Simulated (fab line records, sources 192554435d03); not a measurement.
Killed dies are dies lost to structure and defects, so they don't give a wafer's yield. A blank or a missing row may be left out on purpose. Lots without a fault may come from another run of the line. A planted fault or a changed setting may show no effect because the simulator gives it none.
fab line records | flow n5_finfet
record lots=4 wafers=12 last_day=17
route steps=1938 shown PMOS_HMC_CHANNEL_EPI@75 FIN_SAQP@90 STI_FIN_REVEAL@205 BEOL_M4@1111 PASSIVATION@1936
lots that met no fault: from a run of the same line without faults
start_h: hours from the record's first day to the start of the lot's first wafer shown | wait_h: hours since the lot's step before | " the same as in the row above | L1.1+2: a row that stands for several wafers | - no value, or no start given | * or withheld: withheld | < > ~ a bound
route shown NAME@n: a module of which the file shows steps, and the number in the route of the first | usual: mean/standard deviation of fault-free wafers | same: alike in all rows | chamber/n: place in a boat | sites: the reading at each site | _std_site: their standard deviation | _edge_site: outer sites' mean less inner sites' | radius_mm: how far each site lies from the wafer's centre | mask NAME#n: copy n | behind: the tool/chamber that last shaped the wafer | hold: why the lot was held/for how many hours/how that ended | device: the transistor (n, p or np) that didn't switch | end of line: the same wafers' tests at the end of the route | a step without rows: its recipe alone | killed: dies lost to structure and defects at the first sort, not the wafer's yield | map: a wafer's dies, x killed, . not, _ none there
set.NAME: the setting as run; set.NAME@STEP: as run at that earlier step | model.NAME: the simulator's own value behind a step, which no gauge read
lots at some steps of the route; a table a step, a row a wafer
services: from which hour (start_h, from the record's first day; less than 0 if before it) a tool's chamber was out of use, for how many hours, and why
## steps
# step N5_PMOS_HMC_CHANNEL_EPI_PRECLEAN_36
# recipe chemistry=O3/DIW time_s=45 temp_c=22 o3_ppm=10
# step N5_PMOS_HMC_CHANNEL_EPI_PRECLEAN_18
# recipe chemistry=DHF time_s=30 temp_c=25 dilution=withheld
# step N5_PMOS_HMC_CHANNEL_EPI_SRD_19
# recipe dry=ipa_marangoni do_ppb=5 time_s=30 temp_c=23 rinse_liquid=diw
# step N5_PMOS_HMC_CHANNEL_EPI_EPI_20
# recipe material=SiGe30 mask_material=SiO2 pressure_torr=20 target_thk_a=590 temp_c=600
# step N5_PMOS_HMC_CHANNEL_EPI_HM_STRIP_35
# recipe chemistry=dHF temp_c=25 material=SiO2 target=SiO2 target_depth_a=396 time_s=216
# step N5_PMOS_HMC_CHANNEL_EPI_SRD_39
# recipe dry=ipa_marangoni time_s=30 temp_c=23 rinse_liquid=diw
# step N5_PMOS_HMC_CHANNEL_EPI_CMP_21
# recipe material=SiGe30 post_cmp_clean=alkaline_brush target_thk_nm=54
# step N5_PMOS_HMC_CHANNEL_EPI_PRECLEAN_40
# recipe chemistry=DHF time_s=30 temp_c=25 dilution=withheld
# step N5_PMOS_HMC_CHANNEL_EPI_PRECLEAN_37
# recipe chemistry=O3/DIW time_s=45 temp_c=22 o3_ppm=10
# step N5_PMOS_HMC_CHANNEL_EPI_PRECLEAN_24
# recipe chemistry=DHF time_s=30 temp_c=25 dilution=withheld
# step N5_PMOS_HMC_CHANNEL_EPI_SRD_25
# recipe dry=ipa_marangoni do_ppb=5 time_s=30 temp_c=23 rinse_liquid=diw
# step N5_PMOS_HMC_CHANNEL_EPI_EPI_26
# recipe material=Si target_thk_a=38 temp_c=650 precursor=SiH4/H2 pressure_torr=20 time_s=22.7
# usual throttle_valve_pct=11.34/0.2
# columns lot.wafer tool chamber start_h wait_h throttle_valve_pct model.Si_of_PMOS_HMC_CHANNEL_EPI_EPI_26.thk_nm
L639.1 epi_rpcvd-04 0 38.81 0.0 10.95 3.753
L639.3 " 0 " " 11.08 5.076
L639.4 " 0 " " 11.02 5.079
L641.3 epi_rpcvd-04 0 49.49 0.1 11.09 5.202
L641.4 " 0 " " 11.47 5.113
L641.6 " 0 " " 11.27 3.84
L657.2 epi_rpcvd-03 0 146.54 0.1 11.38 3.767
L657.3 " 0 " " 11.52 3.753
L657.6 " 0 " " 11.57 3.823
L658.3 epi_rpcvd-04 0 152.63 0.2 11.27 3.773
L658.4 " 0 " " 11.11 3.811
L658.5 " 0 " " 11.29 3.793
# step N5_FIN_SAQP_PRECLEAN_42
# recipe chemistry=O3/DIW time_s=60 temp_c=22 o3_ppm=10
# step N5_FIN_SAQP_PRECLEAN_00
# recipe chemistry=SC1 time_s=60 temp_c=55 mix=1:2:50
# step N5_FIN_SAQP_PRECLEAN_44
# recipe chemistry=SC2 time_s=45 temp_c=35 mix=1:1:50
# step N5_FIN_SAQP_SRD_01
# recipe dry=ipa_marangoni time_s=30 temp_c=23 rinse_liquid=diw
# step N5_FIN_SAQP_ALD_61
# recipe material=SiO2 target_thk_a=40 temp_c=300 ald_precursor_family=BDEAS ald_co_reactant=O2-plasma pulse_time_s=1 purge_time_s=2 co_reactant_purge_time_s=2 ald_cycles=43 pressure_torr=2
# step N5_FIN_SAQP_DENSIFY_62
# recipe temp_c=700 time_s=60 ambient=N2 idle_temp_c=600 ramp_up_c_per_s=150 ramp_down_c_per_s=60 cool_to_c=600
# step N5_FIN_SAQP_HM_DEP_03
# recipe material=SiNx target_thk_a=380 temp_c=400 precursor=SiH4/NH3/N2 pressure_torr=1.5 rf_w=300 time_s=33.6
# step N5_FIN_SAQP_PECVD_47
# recipe material=a-Si target_thk_a=450 temp_c=400 precursor=SiH4/He pressure_torr=3 rf_w=100 time_s=36.3
# step N5_FIN_SAQP_PECVD_48
# recipe material=SiNx target_thk_a=250 temp_c=400 precursor=SiH4/NH3/N2 pressure_torr=1.5 rf_w=300 time_s=22.1
# step N5_FIN_SAQP_PECVD_06
# recipe material=a-Si target_thk_a=600 temp_c=400 precursor=SiH4/He pressure_torr=3 rf_w=100 time_s=48.1
# step N5_FIN_SAQP_HM_DEP_72
# recipe material=SiO2 target_thk_a=120 temp_c=400 precursor=SiH4/N2O pressure_torr=0.75 rf_w=275 time_s=7.2
# step N5_FIN_SAQP_COAT_49
# recipe resist=SOC temp_c=250 time_s=60 spin_rpm=1500 resist_thk_nm=100
# step N5_FIN_SAQP_COAT_50
# recipe resist=SiARC temp_c=220 time_s=60 spin_rpm=1500 resist_thk_nm=35
# step N5_FIN_SAQP_COAT_10
# recipe resist=CAR-ArF spin_rpm=1500 resist_thk_nm=90
# step N5_FIN_SAQP_EBR_12
# recipe solvent=PGMEA ebr_width_mm=1.5
# step N5_FIN_SAQP_SOFTBAKE_11
# recipe temp_c=110 time_s=60 resist=CAR-ArF
# step N5_FIN_SAQP_EXPOSE_13
# recipe mask_id=FIN_CORE na=1.35 source_shape=dipole sigma_inner=0.538 sigma_outer=0.738 polarization=te target_cd_nm=35.6 dose_mj=63.25
# step N5_FIN_SAQP_PEB_14
# recipe peb_temp_c=withheld peb_time_s=60 resist=CAR-ArF
# step N5_FIN_SAQP_DEVELOP_15
# recipe develop_time_s=30 developer=TMAH resist=CAR-ArF dev_temp_c=23 rinse_liquid=diw dry=air_spin
# step N5_FIN_SAQP_DESCUM_21
# recipe chemistry=O2 time_s=7.9 source_power_w=50 bias_power_w=20 pressure_mtorr=20 rf_frequency_hz=2.712e+07 temp_c=40 resist=CAR-ArF o2_flow_sccm=225
# step N5_FIN_SAQP_ETCH_51
# recipe chemistry=CF4 target=SiARC target_depth_a=455 mask_material=CAR-ArF time_s=75.8 ion_energy_ev=80 pressure_mtorr=40 source_w=545 bias_w=36 Ar_flow_sccm=100 cf4_flow_sccm=100 ends=cleared
# step N5_FIN_SAQP_ETCH_52
# recipe chemistry=N2/H2 target=SOC target_depth_a=1000 overetch_a=200 mask_material=SiARC temp_c=40 time_s=150 ion_energy_ev=200 pressure_mtorr=30 source_w=840 bias_w=150 n2_flow_sccm=200 h2_flow_sccm=200 ends=end_point
# step N5_STI_FIN_REVEAL_CLEAN_19
# recipe chemistry=O3/DIW temp_c=25 time_s=120 o3_ppm=10
# usual bath_heat_duty_pct=6.5/0.79 o3_ppm=9.99/0.097
# columns lot.wafer tool chamber start_h wait_h bath_heat_duty_pct o3_ppm model.Si_of_PMOS_HMC_CHANNEL_EPI_EPI_26.thk_nm
L639.1 wet_bench-05 2 55.06 0.1 7.2 10.03 2.4
L639.3 " 1 " " 6.0 9.99 3.8
L639.4 " 3 " " 6.6 9.99 3.8
L641.3 wet_bench-03 3 65.48 0.0 6.5 10.10 3.8
L641.4 " 1 " " 6.0 10.10 3.8
L641.6 " 7 " " 7.2 10.00 2.4
L657.2 wet_bench-06 6 162.63 0.1 6.5 10.09 2.4
L657.3 " 2 " " 5.2 10.05 2.4
L657.6 " 5 " " 6.3 9.78 2.4
L658.3 wet_bench-03 3 169.34 0.0 7.3 10.06 2.4
L658.4 " 2 " " 5.5 10.10 2.4
L658.5 " 1 " " 6.2 9.77 2.4
# step N5_BEOL_M4_RC_MEAS_101
# usual DIBL_N=36.3/1.7 DIBL_P=36.5/1.8 IOFF_N=0.16/0.033 IOFF_P=0.21/0.037 ION_N=675/11 ION_P=462/7.9 SS_N=71.6/0.64 SS_P=73.3/0.68 VT_N=249/3.3 VT_P=-250/3.3
# columns lot.wafer tool chamber start_h wait_h DIBL_N[mV/V] DIBL_P[mV/V] IOFF_N[nA/um] IOFF_P[nA/um] ION_N[uA/um] ION_P[uA/um] SS_N[mV/dec] SS_P[mV/dec] VT_N[mV] VT_P[mV]
L639.1 prober-01 0 181.33 0.0 34.9 34.8 0.13 0.16 664 456 71.2 72.7 253 -254
L639.3 " 0 " " 34.0 34.3 0.11 0.14 661 448 71.0 72.5 255 -259
L639.4 " 0 " " 35.1 35.4 0.12 0.15 667 451 70.9 72.7 254 -256
L641.3 prober-02 0 183.16 0.3 35.0 36.0 0.14 0.19 674 464 70.7 72.7 251 -253
L641.4 " 0 " " 35.0 36.3 0.14 0.21 668 464 71.6 73.6 251 -254
L641.6 " 0 " " 35.4 36.7 0.15 0.23 685 473 71.4 73.5 251 -248
L657.2 prober-02 0 291.79 0.2 37.9 38.5 0.21 0.22 690 462 72.2 73.7 245 -251
L657.3 " 0 " " 35.1 35.3 0.16 0.20 684 465 71.2 73.2 247 -254
L657.6 " 0 " " 39.6 40.9 0.26 0.30 693 471 72.1 75.5 242 -247
L658.3 prober-02 0 298.49 0.3 40.3 39.9 0.24 0.24 693 461 73.0 74.6 246 -254
L658.4 " 0 " " 40.2 39.7 0.24 0.24 703 466 72.2 74.6 243 -249
L658.5 " 0 " " 36.1 35.1 0.14 0.17 676 458 71.3 72.9 251 -250
# step N5_PASSIVATION_PROBE_49
# usual defect_limited_yield=91.3/1.5 killed_at_M0_to_M3=34/9.4 killed_at_M4_up=13/5.3 killed_at_contacts=13/5.7 killed_at_front_end=40/10 killed_at_other=3.7/2.8 killed_dies=103/17 killed_open=67/13 killed_short=35/8.5 sort_bin_4_leakage=0.00/0.016 sort_bin_5_function=5.0/0.98 sort_bin_6_memory=3.3/0.7 sort_n_pass=1077/17 sort_yield_pct=91.3/1.5
# same gross_dies=1180 killed_at_back_side=0 sort_bin_8_speed[%]=0
# columns lot.wafer tool chamber start_h wait_h defect_limited_yield[%] killed_at_M0_to_M3 killed_at_M4_up killed_at_contacts killed_at_front_end killed_at_other killed_dies killed_open killed_short sort_bin_4_leakage[%] sort_bin_5_function[%] sort_bin_6_memory[%] sort_n_pass sort_yield_pct[%]
L658.3 prober-01 - 392.99 0.1 92.6 22 1 10 43 11 87 63 24 0 4.4 3.0 1093 92.6
L658.4 prober-01 - 393.04 0.2 91.4 41 12 15 30 4 102 66 36 0 4.7 3.4 1078 91.4
L658.5 prober-01 - 393.09 0.2 90.0 50 14 11 32 11 118 82 36 0 5.3 4.4 1062 90.0
# killed by level:class
L658.3 STI_FIN_REVEAL:geometric_particle:open=14 MOL_CONTACT_COAG:geometric_particle:open=9 BEOL_M3:geometric_particle:open=7 DUMMY_GATE:geometric_particle:open=5 BEOL_M2:geometric_particle:open=5 FIN_SAQP:geometric_particle:open=4 BEOL_M0_SAQP:geometric_particle:open=4 FIN_SAQP:geometric_particle:short=3
L658.4 MOL_CONTACT_COAG:geometric_particle:open=12 BEOL_M0_SAQP:geometric_particle:short=12 BEOL_M1:geometric_particle:open=10 STI_FIN_REVEAL:geometric_particle:open=6 BEOL_M0_SAQP:geometric_particle:open=6 BEOL_M3:geometric_particle:open=6 FIN_SAQP:geometric_particle:open=5 GATE_CUT:geometric_particle:short=4
L658.5 BEOL_M0_SAQP:geometric_particle:open=11 BEOL_M3:geometric_particle:open=10 MOL_CONTACT_COAG:geometric_particle:open=9 BEOL_M0_SAQP:geometric_particle:short=8 BEOL_M2:geometric_particle:open=8 FIN_SAQP:geometric_particle:open=7 BEOL_M1:geometric_particle:open=5 GATE_CUT:geometric_particle:short=4
## services
# columns tool chamber start_h hours kind
epi_rpcvd-04 - 139.69 2.5 repair
## key
first_sign none at tools or gauges
model_effect step=N5_PMOS_HMC_CHANNEL_EPI_EPI_26 value=Si_of_PMOS_HMC_CHANNEL_EPI_EPI_26.thk_nm without=3.757 struck=5.117
model_effect step=N5_STI_FIN_REVEAL_CLEAN_19 value=Si_of_PMOS_HMC_CHANNEL_EPI_EPI_26.thk_nm without=2.4 struck=3.8
met_at N5_PMOS_HMC_CHANNEL_EPI_EPI_26
struck_wafers L639.3,L639.4,L641.3,L641.4
fault kind=process_parameter_drift tool=epi_rpcvd-04 chamber=- onset_h=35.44 steps=N5_PMOS_HMC_CHANNEL_EPI_EPI_26 channel=time_s offset=* shape=step end_h=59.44 scope=struck_wafers_only acts_in=* stated=*
